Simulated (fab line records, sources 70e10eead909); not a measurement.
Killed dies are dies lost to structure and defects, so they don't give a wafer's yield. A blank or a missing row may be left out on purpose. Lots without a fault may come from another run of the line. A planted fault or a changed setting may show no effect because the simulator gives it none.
fab line records | flow nand_harc
record lots=11 wafers=33 last_day=33
route steps=1302 shown A_CHANNEL_HOLE_D2@592 A_CHANNEL_FILL_D2@613 END@1302
lots that met no fault: from a run of the same line without faults
start_h: hours from the record's first day to the start of the lot's first wafer shown | wait_h: hours since the lot's step before | " the same as in the row above | L1.1+2: a row that stands for several wafers | - no value, or no start given | * or withheld: withheld | < > ~ a bound
route shown NAME@n: a module of which the file shows steps, and the number in the route of the first | usual: mean/standard deviation of fault-free wafers | same: alike in all rows | chamber/n: place in a boat | sites: the reading at each site | _std_site: their standard deviation | _edge_site: outer sites' mean less inner sites' | radius_mm: how far each site lies from the wafer's centre | mask NAME#n: copy n | behind: the tool/chamber that last shaped the wafer | hold: why the lot was held/for how many hours/how that ended | device: the transistor (n, p or np) that didn't switch | end of line: the same wafers' tests at the end of the route | a step without rows: its recipe alone | killed: dies lost to structure and defects at the first sort, not the wafer's yield | map: a wafer's dies, x killed, . not, _ none there
set.NAME: the setting as run; set.NAME@STEP: as run at that earlier step | model.NAME: the simulator's own value behind a step, which no gauge read
steps of the route over a sample of lots; a table a step, a row a wafer
services: from which hour (start_h, from the record's first day; less than 0 if before it) a tool's chamber was out of use, for how many hours, and why
## steps
# step NHARC_A_CHANNEL_HOLE_D2_ETCH_20
# recipe bias_v=3000 source_w=withheld pressure_mtorr=20 time_s=361.9 ar_flow_sccm=375 c4f8_flow_sccm=89.3 o2_flow_sccm=35.7 temp_c=-20 target_depth_a=16000 chemistry=C4F8/O2/Ar
# usual drypump_motor_current_A=6.0/0.43 showerhead_plenum_p_Torr=3.73/0.1 throttle_valve_pct=32.155/0.0092
# columns lot.wafer tool chamber start_h wait_h drypump_motor_current_A rf_hours_counter_h showerhead_plenum_p_Torr throttle_valve_pct
L388.1 har_etch-02 1 285.15 0.1 6.7 352 3.74 32.164
L388.4 " 1 " " 6.6 - 3.73 32.154
L388.3 " 0 " " 5.4 - 3.59 32.156
L390.2 har_etch-01 1 323.78 0.1 6.2 164 3.69 32.170
L390.4 " 0 " " 5.9 - 3.84 32.151
L390.5 " 1 " " 6.2 - 3.69 32.159
L391.2 har_etch-02 1 327.85 0.1 6.6 375 3.72 32.141
L391.1 " 0 " " 5.4 375 3.58 32.158
L391.3 " 0 " " 5.4 - 3.58 32.160
L393.1 har_etch-01 0 344.17 0.1 5.9 175 3.83 32.141
L393.4 " 0 " " 5.9 - 3.83 32.157
L393.6 " 1 " " 6.2 - 3.69 32.170
L395.3 har_etch-01 1 356.41 0.2 6.1 - 3.68 32.145
L395.4 " 0 " " 5.9 - 3.83 32.170
L395.5 " 1 " " 6.2 - 3.68 32.151
L398.4 har_etch-01 1 395.61 0.2 6.2 - 3.67 32.156
L398.3 " 0 " " 5.9 - 3.81 32.137
L398.6 " 0 " " 5.9 - 3.81 32.149
L399.1 har_etch-01 0 401.54 0.1 5.9 217 3.81 32.170
L399.6 " 0 " " 5.9 - 3.81 32.143
L399.5 " 1 " " 6.2 - 3.66 32.157
L405.1 har_etch-01 1 458.94 0.1 6.2 252 3.65 32.175
L405.3 " 1 " " 6.2 - 3.65 32.161
L405.4 " 0 " " 5.9 - 3.79 32.148
L409.2 har_etch-02 0 507.65 0.1 5.4 61 3.90 32.154
L409.4 " 0 " " 5.4 - 3.90 32.138
L409.6 " 1 " " 6.6 - 3.67 32.150
L410.1 har_etch-02 1 521.49 0.1 6.6 72 3.66 32.159
L410.3 " 0 " " 5.5 - 3.89 32.173
L410.6 " 0 " " 5.4 - 3.89 32.169
L411.1 har_etch-01 1 529.25 0.1 6.2 294 3.62 32.154
L411.4 " 1 " " 6.2 - 3.62 32.151
L411.5 " 1 " " 6.2 - 3.62 32.158
# step NHARC_A_CHANNEL_HOLE_D2_ETCH_23
# recipe bias_v=5000 source_w=withheld pressure_mtorr=20 time_s=819 ar_flow_sccm=375 c4f8_flow_sccm=89.3 o2_flow_sccm=35.7 temp_c=-20 target_depth_a=16000 chemistry=C4F8/O2/Ar
# usual drypump_motor_current_A=6.0/0.43 showerhead_plenum_p_Torr=3.73/0.1 throttle_valve_pct=32.155/0.0088
# columns lot.wafer tool chamber start_h wait_h drypump_motor_current_A rf_hours_counter_h showerhead_plenum_p_Torr throttle_valve_pct
L388.1 har_etch-02 1 286.47 0.5 6.6 354 3.73 32.141
L388.4 " 1 " " 6.6 - 3.73 32.159
L388.3 " 0 " " 5.4 - 3.59 32.159
L390.2 har_etch-01 1 325.10 0.5 6.2 165 3.69 32.163
L390.4 " 0 " " 5.9 - 3.84 32.161
L390.5 " 1 " " 6.2 - 3.69 32.164
L391.2 har_etch-02 1 329.18 0.5 6.6 376 3.72 32.168
L391.1 " 0 " " 5.4 376 3.58 32.150
L391.3 " 0 " " 5.5 - 3.58 32.150
L393.1 har_etch-01 0 345.57 0.5 5.9 176 3.83 32.169
L393.4 " 0 " " 5.9 - 3.83 32.151
L393.6 " 1 " " 6.2 - 3.69 32.161
L395.3 har_etch-01 1 357.86 0.5 6.2 - 3.68 32.149
L395.4 " 0 " " 5.9 - 3.83 32.139
L395.5 " 1 " " 6.2 - 3.68 32.171
L398.4 har_etch-01 1 397.06 0.5 6.2 - 3.67 32.151
L398.3 " 0 " " 5.9 - 3.81 32.160
L398.6 " 0 " " 5.9 - 3.81 32.141
L399.1 har_etch-01 0 402.85 0.5 5.9 219 3.81 32.147
L399.6 " 0 " " 5.9 - 3.81 32.148
L399.5 " 1 " " 6.2 - 3.66 32.149
L405.1 har_etch-01 1 460.26 0.5 6.2 253 3.65 32.169
L405.3 " 1 " " 6.2 - 3.64 32.155
L405.4 " 0 " " 5.9 - 3.79 32.161
L409.2 har_etch-02 0 509.03 0.5 5.4 62 3.90 32.155
L409.4 " 0 " " 5.4 - 3.90 32.160
L409.6 " 1 " " 6.6 - 3.67 32.151
L410.1 har_etch-02 1 522.82 0.5 6.6 74 3.66 32.159
L410.3 " 0 " " 5.4 - 3.89 32.146
L410.6 " 0 " " 5.4 - 3.89 32.155
L411.1 har_etch-01 1 530.58 0.5 6.2 295 3.62 32.168
L411.4 " 1 " " 6.2 - 3.62 32.158
L411.5 " 1 " " 6.2 - 3.62 32.152
# step NHARC_A_CHANNEL_FILL_D2_ALD_03
# recipe target_thk_a=60 pulse_time_s=60 ald_cycles=58 temp_c=630 pressure_torr=2 material=SiNx
# usual precursor_pulse_height_rel=1.002/0.022 susceptor_temp_C=630.02/0.28
# same ald_cycles=58
# columns lot.wafer tool chamber start_h wait_h precursor_pulse_height_rel susceptor_temp_C
L388.1 ald_sin_batch-02 0 294.40 - 1.025 630.35
L388.3 " 0 " " 1.022 630.03
L388.4 " 0 " " 0.977 630.75
L390.2 ald_sin_batch-01 0 333.02 - 0.994 630.07
L390.4 " 0 " " 1.013 630.02
L390.5 " 0 " " 0.991 630.08
L391.1 ald_sin_batch-01 0 337.51 - 1.004 630.36
L391.2 " 0 " " 1.002 630.20
L391.3 " 0 " " 0.980 629.94
L393.1 ald_sin_batch-02 0 353.37 - 1.017 -
L393.4 " 0 " " 1.004 -
L393.6 " 0 " " 0.999 -
L395.3 ald_sin_batch-01 0 365.26 - 1.040 630.28
L395.4 " 0 " " 1.019 630.28
L395.5 " 0 " " 0.999 630.19
L398.3 ald_sin_batch-02 0 404.92 - 0.996 630.15
L398.4 " 0 " " 0.964 630.22
L398.6 " 0 " " 1.001 629.93
L399.1 ald_sin_batch-01 0 411.17 - 0.971 644.47
L399.5 " 0 " " 1.005 644.20
L399.6 " 0 " " 0.997 644.26
L405.1 ald_sin_batch-02 0 468.22 - 1.008 629.96
L405.3 " 0 " " 0.996 629.96
L405.4 " 0 " " 1.032 629.77
L409.2 ald_sin_batch-02 0 516.83 - 1.024 629.95
L409.4 " 0 " " 1.009 630.11
L409.6 " 0 " " 1.008 630.20
L410.1 ald_sin_batch-02 0 531.24 - 1.003 629.70
L410.3 " 0 " " 1.027 629.80
L410.6 " 0 " " 1.004 629.95
L411.1 ald_sin_batch-02 0 538.84 - 0.976 629.65
L411.4 " 0 " " 0.990 630.05
L411.5 " 0 " " 0.973 629.68
# step NHARC_A_CHANNEL_FILL_D2_ALD_15
# recipe target_thk_a=20 pulse_time_s=60 ald_cycles=19 temp_c=630 pressure_torr=2 material=SiNx
# usual precursor_pulse_height_rel=1.001/0.02 susceptor_temp_C=630.04/0.28
# same ald_cycles=19
# columns lot.wafer tool chamber start_h wait_h precursor_pulse_height_rel susceptor_temp_C
L388.1 ald_sin_batch-02 0 301.16 - 0.997 -
L388.3 " 0 " " 0.986 -
L388.4 " 0 " " 0.980 -
L390.2 ald_sin_batch-02 0 339.72 - 0.988 -
L390.4 " 0 " " 1.017 -
L390.5 " 0 " " 1.000 -
L391.1 ald_sin_batch-02 0 344.23 - 1.011 630.53
L391.2 " 0 " " 1.036 630.44
L391.3 " 0 " " 1.008 630.07
L393.1 ald_sin_batch-01 0 360.06 - 1.011 629.95
L393.4 " 0 " " 1.006 630.31
L393.6 " 0 " " 1.007 629.93
L395.3 ald_sin_batch-01 0 373.18 - 0.989 630.01
L395.4 " 0 " " 0.978 629.84
L395.5 " 0 " " 1.044 629.92
L398.3 ald_sin_batch-02 0 411.85 3.3 1.028 -
L398.4 " 0 " " 1.023 -
L398.6 " 0 " " 1.000 -
L399.1 ald_sin_batch-01 0 418.10 3.1 1.021 -
L399.5 " 0 " " 1.024 -
L399.6 " 0 " " 0.991 -
L405.1 ald_sin_batch-03 0 475.19 3.1 0.988 630.16
L405.3 " 0 " " 1.000 630.28
L405.4 " 0 " " 1.058 629.49
L409.2 ald_sin_batch-02 0 523.56 - 1.021 629.86
L409.4 " 0 " " 0.992 629.70
L409.6 " 0 " " 1.026 629.80
L410.1 ald_sin_batch-01 0 537.97 - 1.003 -
L410.3 " 0 " " 1.013 -
L410.6 " 0 " " 0.992 -
L411.1 ald_sin_batch-03 0 545.57 - 0.960 630.07
L411.4 " 0 " " 0.987 629.85
L411.5 " 0 " " 1.032 630.13
# step NHARC_A_CHANNEL_FILL_D2_ETCHBACK_19
# recipe target_depth_a=50 time_s=1.7 hbr_flow_sccm=150 cl2_flow_sccm=50 rf_w=400 icp_w=400 bias_w=100 chemistry=HBr/Cl2
# usual drypump_motor_current_A=5.7/0.41 hbr_flow_sccm=150.0/0.49 oes_product_au=1.001/0.0088 throttle_valve_pct=26.406/0.0093
# columns lot.wafer tool chamber start_h wait_h drypump_motor_current_A hbr_flow_sccm oes_product_au rf_hours_counter_h throttle_valve_pct
L388.4 rie_si-03 1 317.32 0.4 6.3 149.8 0.991 0.7 26.409
L388.1 " 2 " " 5.4 149.9 0.996 0.7 26.407
L388.3 " 3 " " 5.4 149.9 0.991 0.5 26.403
L390.4 rie_si-06 3 356.63 0.4 6.2 150.0 1.016 0.5 26.392
L390.2 " 0 " " 5.9 150.2 1.012 0.6 26.392
L390.5 " 0 " " 5.9 149.9 1.006 - 26.394
L391.3 rie_si-01 2 356.64 0.4 5.6 149.2 1.007 1.1 26.419
L391.2 " 3 " " 6.5 150.0 1.003 1.1 26.402
L391.1 " 0 " " 5.9 150.2 1.003 0.9 26.404
L393.4 rie_si-06 0 374.92 0.4 5.9 150.8 1.009 0.6 26.411
L393.1 " 2 " " 5.6 150.9 1.004 0.5 26.404
L393.6 " 1 " " 5.3 150.3 1.011 - 26.415
L395.4 rie_si-06 2 388.74 0.4 5.6 150.4 1.008 0.6 26.395
L395.3 " 0 " " 5.9 150.4 1.000 0.7 26.389
L395.5 " 2 " " 5.6 150.1 0.997 - 26.410
L398.3 rie_si-06 2 425.64 0.4 5.6 150.5 1.006 0.9 26.404
L398.6 " 2 " " 5.6 150.7 1.004 - 26.403
L398.4 " 3 " " 6.2 150.5 1.010 - 26.405
L399.1 rie_si-03 3 433.53 0.4 5.5 149.2 1.000 0.1 26.405
L399.6 " 2 " " 5.4 150.2 1.002 - 26.403
L399.5 " 3 " " 5.5 149.6 0.989 - 26.394
L405.3 rie_si-03 3 490.96 0.4 5.5 150.3 1.006 0.6 26.399
L405.1 " 0 " " 5.0 150.2 1.003 0.5 26.428
L405.4 " 1 " " 6.3 149.9 0.985 0.5 26.415
L409.4 rie_si-06 0 540.24 0.4 5.9 149.9 0.987 0.6 26.410
L409.2 " 2 " " 5.6 149.8 0.989 0.7 26.406
L409.6 " 1 " " 5.3 150.9 0.999 - 26.405
L410.3 rie_si-06 3 552.36 0.4 6.2 150.3 0.997 0.7 26.398
L410.1 " 1 " " 5.4 149.8 0.994 0.6 26.418
L410.6 " 2 " " 5.6 149.6 0.996 - 26.414
L411.4 rie_si-01 2 559.46 0.4 5.5 150.3 0.993 0 26.406
L411.1 " 3 " " 6.5 149.8 0.991 0 26.416
L411.5 " 2 " " 5.6 150.6 0.988 - 26.414
# step NHARC_END_SORT_01
# recipe temp_c=25
# usual killed_at_array=54/17 killed_at_other=1.0/1.4 killed_at_periphery=3.6/2.1 killed_dies=58/17 killed_open=3.2/2 killed_short=2.5/1.5
# same gross_dies=677
# columns lot.wafer tool chamber start_h wait_h killed_at_array killed_at_other killed_at_periphery killed_dies killed_open killed_short
L388.1 prober-02 0 553.05 2.5 68 0 3 71 2 3
L388.3 prober-02 0 554.64 3.1 63 0 3 66 2 3
L388.4 prober-02 0 555.44 3.4 67 0 9 76 5 2
L391.1 prober-01 0 578.88 2.5 47 0 3 50 5 2
L391.2 prober-01 0 579.69 2.8 29 0 3 32 1 4
L391.3 prober-01 0 580.50 3.1 45 0 7 52 2 2
L390.2 prober-01 0 587.53 2.8 54 1 2 57 4 4
L390.4 prober-01 0 589.14 3.4 57 0 4 61 6 3
L390.5 prober-01 0 589.94 3.7 59 2 3 64 5 5
L393.1 prober-01 0 617.98 2.5 38 1 1 40 0 3
L393.4 prober-01 0 620.38 3.4 54 1 1 56 2 2
L393.6 prober-01 0 621.98 4.0 39 0 1 40 3 1
L395.3 prober-02 0 626.53 3.1 48 3 2 53 3 1
L395.4 prober-02 0 627.31 3.4 50 0 4 54 5 5
L395.5 prober-02 0 628.10 3.6 36 0 3 39 3 6
L398.3 prober-01 0 656.15 3.1 36 4 5 45 3 2
L398.4 prober-01 0 656.95 3.4 58 7 2 67 2 3
L398.6 prober-01 0 658.54 4.0 52 3 4 59 3 1
L399.1 prober-02 0 658.86 2.5 59 2 4 65 3 1
L399.5 prober-02 0 662.06 3.7 42 0 5 47 1 4
L399.6 prober-02 0 662.86 4.0 57 0 4 61 0 3
L405.1 prober-02 0 722.15 2.5 68 0 8 76 0 5
L405.3 prober-02 0 723.73 3.1 64 0 2 66 1 0
L405.4 prober-02 0 724.52 3.4 72 2 1 75 3 2
L409.2 prober-02 0 780.25 2.8 32 0 3 35 6 4
L409.4 prober-02 0 781.87 3.4 24 5 3 32 5 4
L409.6 prober-02 0 783.48 4.0 28 2 2 32 3 5
L410.1 prober-01 0 799.01 2.5 73 1 0 74 3 1
L410.3 prober-01 0 800.59 3.1 70 0 3 73 3 4
L410.6 prober-01 0 802.95 3.9 57 0 5 62 7 4
L411.1 prober-02 0 799.05 2.5 72 0 3 75 3 5
L411.4 prober-02 0 801.43 3.4 97 1 2 100 5 2
L411.5 prober-02 0 802.22 3.7 85 1 3 89 0 4
# killed by level:class
L388.1 A_CHANNEL_HOLE_D1:chamber_film_flake=38 A_CHANNEL_HOLE_D2:chamber_film_flake=10 A_CONTACT:chamber_film_flake=8 A_CHANNEL_FILL_D1:chamber_film_flake=3 A_STAIRCASE:chamber_film_flake=3 A_M0:geometric_particle:open=2 P_STI:geometric_particle:short=1 A_SGD_CUT:geometric_particle:short=1
L388.3 A_CHANNEL_HOLE_D2:chamber_film_flake=36 A_CHANNEL_HOLE_D1:chamber_film_flake=9 A_CONTACT:chamber_film_flake=4 A_STAIRCASE:chamber_film_flake=3 A_SLIT:chamber_film_flake=3 P_CONTACT:chamber_film_flake=2 A_CHANNEL_FILL_D1:chamber_film_flake=2 A_WL_FILL:chamber_film_flake=2
L388.4 A_CHANNEL_HOLE_D1:chamber_film_flake=39 A_CHANNEL_HOLE_D2:chamber_film_flake=13 A_STAIRCASE:chamber_film_flake=8 P_GATE:geometric_particle:open=2 P_M0:geometric_particle:open=2 A_ONON_D1:geometric_particle:short=2 P_CONTACT:chamber_film_flake=2 A_CONTACT:chamber_film_flake=2
L391.1 A_CHANNEL_HOLE_D2:chamber_film_flake=31 A_CHANNEL_HOLE_D1:chamber_film_flake=3 A_ONON_D1:geometric_particle:open=2 P_M0:chamber_film_flake=2 A_CONTACT:chamber_film_flake=2 A_CHANNEL_FILL_D2:chamber_film_flake=2 P_CONTACT:geometric_particle:open=1 A_DECK1_JOINT:geometric_particle:open=1
L391.2 A_CHANNEL_HOLE_D2:chamber_film_flake=10 A_CONTACT:chamber_film_flake=6 A_CHANNEL_HOLE_D1:chamber_film_flake=5 P_M0:chamber_film_flake=2 A_CHANNEL_HOLE_D1:geometric_particle:short=1 A_CHANNEL_FILL_D2:geometric_particle:short=1 A_WL_FILL:geometric_particle:short=1 A_WL_FILL:geometric_particle:open=1
L391.3 A_CHANNEL_HOLE_D2:chamber_film_flake=30 A_CONTACT:chamber_film_flake=6 P_M0:chamber_film_flake=5 A_CHANNEL_HOLE_D1:chamber_film_flake=2 A_CHANNEL_FILL_D1:chamber_film_flake=2 P_CONTACT:geometric_particle:open=1 A_ONON_D1:geometric_particle:open=1 A_CHANNEL_FILL_D2:geometric_particle:short=1
L390.2 A_SLIT:chamber_film_flake=25 A_CHANNEL_HOLE_D1:chamber_film_flake=12 A_CHANNEL_HOLE_D2:chamber_film_flake=3 A_WL_FILL:chamber_film_flake=3 A_CHANNEL_HOLE_D2:geometric_particle:short=2 A_STAIRCASE:chamber_film_flake=2 A_CONTACT:chamber_film_flake=2 P_CONTACT:geometric_particle:open=1
L390.4 A_SLIT:chamber_film_flake=27 A_CHANNEL_HOLE_D1:chamber_film_flake=11 A_CHANNEL_HOLE_D2:chamber_film_flake=7 A_BONDPAD:chamber_film_flake=3 A_CHANNEL_FILL_D1:geometric_particle:open=2 A_ONON_D2:geometric_particle:open=2 P_GATE:chamber_film_flake=2 P_M0:geometric_particle:open=1
L390.5 A_SLIT:chamber_film_flake=30 A_CHANNEL_HOLE_D1:chamber_film_flake=9 A_CHANNEL_HOLE_D2:chamber_film_flake=7 A_M0:geometric_particle:open=2 A_WL_FILL:chamber_film_flake=2 A_CONTACT:chamber_film_flake=2 THIN_TSV:chamber_film_flake=2 P_GATE:geometric_particle:open=1
L393.1 A_SLIT:chamber_film_flake=21 A_CHANNEL_HOLE_D2:chamber_film_flake=7 A_CONTACT:chamber_film_flake=4 A_CHANNEL_HOLE_D2:geometric_particle:short=2 P_STI:geometric_particle:short=1 A_ZERO_WELL:chamber_film_flake=1 A_CHANNEL_HOLE_D1:chamber_film_flake=1 A_STAIRCASE:chamber_film_flake=1
L393.4 A_SLIT:chamber_film_flake=36 A_ZERO_WELL:chamber_film_flake=4 A_CHANNEL_HOLE_D2:chamber_film_flake=4 A_CHANNEL_HOLE_D1:chamber_film_flake=3 A_STAIRCASE:chamber_film_flake=2 A_ONON_D1:geometric_particle:short=1 A_CHANNEL_FILL_D1:geometric_particle:open=1 A_BLC:geometric_particle:open=1
L393.6 A_SLIT:chamber_film_flake=28 A_CHANNEL_HOLE_D2:chamber_film_flake=4 A_STAIRCASE:chamber_film_flake=2 P_CONTACT:geometric_particle:open=1 A_ONON_D2:geometric_particle:short=1 A_ONON_D2:geometric_particle:open=1 A_M0:geometric_particle:open=1 A_ZERO_WELL:chamber_film_flake=1
L395.3 A_CHANNEL_HOLE_D1:chamber_film_flake=27 A_CHANNEL_HOLE_D2:chamber_film_flake=9 THIN_TSV:chamber_film_flake=3 A_CHANNEL_FILL_D1:chamber_film_flake=2 A_DECK1_JOINT:chamber_film_flake=2 A_WL_FILL:chamber_film_flake=2 A_CONTACT:chamber_film_flake=2 P_GATE:geometric_particle:open=1
L395.4 A_CHANNEL_HOLE_D1:chamber_film_flake=16 A_CHANNEL_HOLE_D2:chamber_film_flake=13 A_CONTACT:chamber_film_flake=6 A_DECK1_JOINT:geometric_particle:open=2 A_CHANNEL_FILL_D2:geometric_particle:open=2 P_STI:chamber_film_flake=2 A_DECK1_JOINT:chamber_film_flake=2 A_WL_FILL:chamber_film_flake=2
L395.5 A_CHANNEL_HOLE_D1:chamber_film_flake=11 A_CHANNEL_HOLE_D2:chamber_film_flake=11 A_STAIRCASE:chamber_film_flake=4 A_ONON_D1:geometric_particle:short=2 A_ONON_D2:geometric_particle:short=2 A_ONON_D2:geometric_particle:open=2 P_GATE:geometric_particle:short=1 P_M0:geometric_particle:open=1
L398.3 A_CHANNEL_HOLE_D2:chamber_film_flake=17 A_CHANNEL_HOLE_D1:chamber_film_flake=16 THIN_TSV:chamber_film_flake=4 A_WL_FILL:chamber_film_flake=2 P_GATE:geometric_particle:open=1 P_CONTACT:geometric_particle:short=1 P_CONTACT:geometric_particle:open=1 P_M0:geometric_particle:open=1
L398.4 A_CHANNEL_HOLE_D1:chamber_film_flake=35 A_CHANNEL_HOLE_D2:chamber_film_flake=14 THIN_TSV:chamber_film_flake=7 A_STAIRCASE:chamber_film_flake=2 P_GATE:geometric_particle:short=1 A_CHANNEL_FILL_D1:geometric_particle:short=1 A_ONON_D2:geometric_particle:short=1 A_ONON_D2:geometric_particle:open=1
L398.6 A_CHANNEL_HOLE_D1:chamber_film_flake=34 A_CHANNEL_HOLE_D2:chamber_film_flake=15 THIN_TSV:chamber_film_flake=3 P_CONTACT:geometric_particle:open=2 P_M2:geometric_particle:open=1 A_DECK1_JOINT:geometric_particle:short=1 P_M2:chamber_film_flake=1 A_CHANNEL_FILL_D1:chamber_film_flake=1
L399.1 A_CHANNEL_HOLE_D1:chamber_film_flake=32 A_CHANNEL_HOLE_D2:chamber_film_flake=21 P_GATE:chamber_film_flake=3 A_DECK1_JOINT:chamber_film_flake=2 P_CONTACT:geometric_particle:open=1 A_CONTACT:geometric_particle:open=1 A_BONDPAD:geometric_particle:short=1 STARTING-WAFER:geometric_particle:open=1
L399.5 A_CHANNEL_HOLE_D1:chamber_film_flake=15 A_CHANNEL_HOLE_D2:chamber_film_flake=13 A_SLIT:chamber_film_flake=5 A_CONTACT:chamber_film_flake=4 P_GATE:chamber_film_flake=2 P_STI:geometric_particle:short=1 A_CHANNEL_FILL_D1:geometric_particle:short=1 A_CHANNEL_HOLE_D2:geometric_particle:short=1
L399.6 A_CHANNEL_HOLE_D1:chamber_film_flake=29 A_CHANNEL_HOLE_D2:chamber_film_flake=17 A_SLIT:chamber_film_flake=5 P_ZERO_WELL:chamber_film_flake=3 A_CHANNEL_FILL_D1:geometric_particle:short=2 A_ONON_D2:geometric_particle:short=1 P_GATE:chamber_film_flake=1 A_CHANNEL_FILL_D2:chamber_film_flake=1
L405.1 A_SLIT:chamber_film_flake=24 A_CHANNEL_HOLE_D2:chamber_film_flake=18 A_CHANNEL_HOLE_D1:chamber_film_flake=14 A_STAIRCASE:chamber_film_flake=5 P_STI:chamber_film_flake=4 A_CHANNEL_FILL_D1:chamber_film_flake=4 P_GATE:chamber_film_flake=2 P_GATE:geometric_particle:short=1
L405.3 A_CHANNEL_HOLE_D2:chamber_film_flake=23 A_SLIT:chamber_film_flake=20 A_CHANNEL_HOLE_D1:chamber_film_flake=10 A_STAIRCASE:chamber_film_flake=4 A_CONTACT:chamber_film_flake=4 A_CHANNEL_FILL_D1:chamber_film_flake=2 A_BLC:geometric_particle:open=1 P_STI:chamber_film_flake=1
L405.4 A_SLIT:chamber_film_flake=34 A_CHANNEL_HOLE_D2:chamber_film_flake=20 A_CHANNEL_HOLE_D1:chamber_film_flake=6 A_CHANNEL_FILL_D1:chamber_film_flake=3 A_STAIRCASE:chamber_film_flake=3 A_WL_FILL:geometric_particle:open=2 A_CHANNEL_FILL_D1:geometric_particle:short=1 A_CHANNEL_FILL_D2:geometric_particle:open=1
L409.2 A_STAIRCASE:chamber_film_flake=8 A_CONTACT:chamber_film_flake=6 A_SLIT:chamber_film_flake=4 A_CHANNEL_HOLE_D1:chamber_film_flake=2 P_CONTACT:geometric_particle:short=1 P_M0:geometric_particle:open=1 A_ONON_D1:geometric_particle:open=1 A_CHANNEL_FILL_D1:geometric_particle:open=1
L409.4 A_SLIT:chamber_film_flake=6 A_STAIRCASE:chamber_film_flake=4 THIN_TSV:chamber_film_flake=4 A_CONTACT:chamber_film_flake=3 P_M0:geometric_particle:open=1 A_SOURCE_PLATE:geometric_particle:short=1 A_CHANNEL_FILL_D1:geometric_particle:open=1 A_CHANNEL_FILL_D1:geometric_particle:short=1
L409.6 A_STAIRCASE:chamber_film_flake=4 A_SLIT:chamber_film_flake=4 A_CONTACT:chamber_film_flake=4 A_ONON_D1:geometric_particle:short=2 A_CHANNEL_HOLE_D1:unspecified=2 A_WL_FILL:chamber_film_flake=2 THIN_TSV:chamber_film_flake=2 A_ONON_D1:geometric_particle:open=1
L410.1 A_SLIT:chamber_film_flake=36 A_CHANNEL_HOLE_D1:chamber_film_flake=22 A_STAIRCASE:chamber_film_flake=5 A_CHANNEL_FILL_D1:chamber_film_flake=3 A_WL_FILL:chamber_film_flake=3 A_CHANNEL_FILL_D1:geometric_particle:open=1 A_ONON_D2:geometric_particle:open=1 A_ONON_D2:geometric_particle:short=1
L411.1 A_CHANNEL_HOLE_D2:chamber_film_flake=28 A_CHANNEL_HOLE_D1:chamber_film_flake=11 A_CONTACT:chamber_film_flake=10 A_SLIT:chamber_film_flake=8 A_STAIRCASE:chamber_film_flake=3 P_ZERO_WELL:chamber_film_flake=2 A_CHANNEL_FILL_D1:chamber_film_flake=2 P_CONTACT:geometric_particle:short=1
L410.3 A_SLIT:chamber_film_flake=32 A_CHANNEL_HOLE_D1:chamber_film_flake=22 A_CONTACT:chamber_film_flake=6 A_ONON_D2:geometric_particle:short=2 P_ZERO_WELL:chamber_film_flake=2 A_WL_FILL:chamber_film_flake=2 P_M0:geometric_particle:short=1 A_CHANNEL_FILL_D1:geometric_particle:open=1
L411.4 A_CHANNEL_HOLE_D2:chamber_film_flake=32 A_SLIT:chamber_film_flake=29 A_CHANNEL_HOLE_D1:chamber_film_flake=19 A_CONTACT:chamber_film_flake=5 A_CHANNEL_FILL_D1:chamber_film_flake=3 P_GATE:geometric_particle:short=1 P_CONTACT:geometric_particle:open=1 A_CHANNEL_FILL_D1:geometric_particle:open=1
L411.5 A_SLIT:chamber_film_flake=31 A_CHANNEL_HOLE_D1:chamber_film_flake=22 A_CHANNEL_HOLE_D2:chamber_film_flake=20 A_CONTACT:chamber_film_flake=4 P_M0:geometric_particle:short=1 A_ONON_D2:geometric_particle:short=1 A_CHANNEL_HOLE_D2:geometric_particle:short=1 A_BLC:geometric_particle:short=1
L410.6 A_SLIT:chamber_film_flake=25 A_CHANNEL_HOLE_D1:chamber_film_flake=10 A_STAIRCASE:chamber_film_flake=5 A_CONTACT:chamber_film_flake=4 A_WL_FILL:chamber_film_flake=3 P_GATE:geometric_particle:open=2 A_CHANNEL_FILL_D2:geometric_particle:open=2 P_ZERO_WELL:chamber_film_flake=2
## services
# columns tool chamber start_h hours kind
rie_si-03 3 262.58 3.8 repair
ald_sin_batch-02 - 266.00 26.0 pm
rie_si-01 0 288.43 2.5 repair
har_etch-01 - 315.20 4.6 repair
rie_si-06 0 343.29 1.7 repair
ald_sin_batch-03 - 349.80 15.6 repair
rie_si-03 - 352.10 2.0 repair
rie_si-03 1 358.26 5.3 repair
rie_si-06 0 360.19 4.3 repair
rie_si-01 - 370.00 9.0 pm
rie_si-03 2 372.82 1.1 repair
har_etch-02 - 381.82 17.0 pm
har_etch-02 0 381.82 17.0 vent_cycle
har_etch-02 1 381.82 17.0 vent_cycle
rie_si-03 - 398.00 9.0 pm
har_etch-02 0 398.82 - clean
har_etch-02 0 398.82 - consumable_replace:focus_ring
har_etch-02 0 398.82 - consumable_replace:showerhead
rie_si-06 1 400.19 54.6 repair
ald_sin_batch-02 - 416.34 8.0 repair
rie_si-06 - 426.00 9.0 pm
ald_sin_batch-01 - 507.43 26.0 pm
rie_si-01 - 547.00 9.0 pm
rie_si-06 1 558.91 15.9 repair
## key
first_sign step=NHARC_A_CHANNEL_FILL_D2_ALD_03 reading=susceptor_temp_C direction=up sigmas=51 usual=* struck=*
effect none on later readings
met_at NHARC_A_CHANNEL_FILL_D2_ALD_03,NHARC_A_CHANNEL_FILL_D2_ALD_15
struck_lots L399
tester_left_out L399
not_acting_at NHARC_A_CHANNEL_HOLE_D2_ETCH_20,NHARC_A_CHANNEL_HOLE_D2_ETCH_23,NHARC_A_CHANNEL_FILL_D2_ETCHBACK_19
fault kind=process_parameter_drift tool=ald_sin_batch-01 chamber=- onset_h=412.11 steps=NHARC_A_CHANNEL_FILL_D1_ALD_03,NHARC_A_CHANNEL_FILL_D1_ALD_15,NHARC_A_CHANNEL_FILL_D2_ALD_03,NHARC_A_CHANNEL_FILL_D2_ALD_15 channel=temp_c offset=* shape=step end_h=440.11 stated=*
# tester_left_out: of these lots the tester's yield and bins aren't shown, on N5 and GAA mostly nor the transistor test; their killed dies are dies lost to structure and defects alone, not to doping, threshold or leakage, so they don't give the yield
